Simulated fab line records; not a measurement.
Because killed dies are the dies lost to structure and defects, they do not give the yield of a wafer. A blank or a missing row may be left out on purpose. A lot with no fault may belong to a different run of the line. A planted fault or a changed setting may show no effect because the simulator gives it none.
Split-lot study    flow n5-finfet    route with 1938 steps; 7 lots, 39 wafers read

== THE SPLIT ==
At N5_DUMMY_GATE_ETCH_42 (etches SiO2 in CHF3/O2, target depth 3.5 nm, time 31 s), the setting bias-w was moved away from the recipe's 12 W on 9 of the 39 wafers read, by +5.1% to +18.5%. This setting was run at the recipe's value on the other wafers.

The reading is taken at the split's own step.

== THE READING ==
rf-vpp-V, in V, at N5_DUMMY_GATE_ETCH_42 (etches SiO2 in CHF3/O2, target depth 3.5 nm, time 31 s). On this fab line, fault-free wafers typically give 42.5 V with a standard deviation of 0.99 V.

wafer   tool, chamber at the split  bias-w as run, W  against the recipe  rf-vpp-V, V  against lot-mates on the recipe
L074.1  rie-diel-06, 2              12                recipe              42.1         -
L074.2  rie-diel-06, 0              12                recipe              43.5         -
L074.3  rie-diel-06, 1              12                recipe              41.2         -
L074.4  rie-diel-06, 1              12                recipe              43.2         -
L074.5  rie-diel-06, 2              12                recipe              41.7         -
L074.6  rie-diel-06, 0              12                recipe              42.4         -
L077.1  rie-diel-01, 3              12                recipe              41.5         -
L077.2  rie-diel-01, 0              12                recipe              42.7         -
L077.3  rie-diel-01, 1              14.22             +18.5%              48.5         +6.7
L077.4  rie-diel-01, 2              14.22             +18.5%              48.3         +6.5
L077.5  rie-diel-01, 3              12                recipe              41.3         -
L077.6  rie-diel-01, 0              14.22             +18.5%              49.6         +7.8
L079.1  rie-diel-01, 1              12                recipe              42.6         -
L079.2  rie-diel-01, 0              12                recipe              42.8         -
L079.3  rie-diel-01, 2              12                recipe              42.4         -
L079.4  rie-diel-01, 3              12                recipe              41.8         -
L079.5  rie-diel-01, 0              12                recipe              42.5         -
L079.6  rie-diel-01, 1              12                recipe              43.4         -
L087.1  rie-diel-01, 1              12.61             +5.1%               42.8         +0.6
L087.2  rie-diel-01, 3              12                recipe              42.2         -
L087.3  rie-diel-01, 0              12.61             +5.1%               44.6         +2.4
L087.4  rie-diel-01, 2              12                recipe              42.0         -
L087.5  rie-diel-01, 3              12                recipe              42.3         -
L087.6  rie-diel-01, 0              12.61             +5.1%               45.0         +2.8
L091.1  rie-diel-06, 0              13.5              +12.5%              45.8         +3.9
L091.2  rie-diel-06, 1              12                recipe              43.2         -
L091.3  rie-diel-06, 3              13.5              +12.5%              45.8         +3.9
L091.4  rie-diel-06, 2              12                recipe              42.3         -
L091.5  rie-diel-06, 1              13.5              +12.5%              47.2         +5.3
L091.6  rie-diel-06, 0              12                recipe              40.2         -
L093.1  rie-diel-01, 1              12                recipe              43.4         -
L093.2  rie-diel-01, 2              12                recipe              43.2         -
L093.5  rie-diel-01, 1              12                recipe              42.1         -
L095.1  rie-diel-02, 1              12                recipe              42.1         -
L095.2  rie-diel-02, 2              12                recipe              44.4         -
L095.3  rie-diel-02, 0              12                recipe              42.8         -
L095.4  rie-diel-02, 3              12                recipe              41.4         -
L095.5  rie-diel-02, 0              12                recipe              42.7         -
L095.6  rie-diel-02, 3              12                recipe              41.4         -

FIT RESULTS
A straight line over all 39 wafers: rf-vpp-V changes by +0.338 V for each +1% of bias-w; r = +0.92; the points scatter about the line by 0.85 V.
The same after taking each lot's own level away (the mean of its wafers on the recipe; 39 wafers): +0.369 V for each +1%; r = +0.94; scatter 0.8 V.
The reading moves by 6.8 V for the largest change in bias-w, on that fit.
From 41.83 to 42.90 V: that is the span of the lots' own levels, equal to 1.1 times the standard deviation above.
The two slopes agree, so the slope changes little with the lot-to-lot level.
Check: +6.87 V against its lot-mates is what the line predicts for one of the wafers moved furthest among these (+18.5%) when that wafer is left out of the fit. Against them it came out at +6.67 V.
Tool readings at the split's step, against how far the setting was moved: rf-vpp-V r = +0.92.

== FILE'S OWN FIT ==
rf-vpp-V changes by +0.372 V for each +1% of bias-w, r = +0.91.
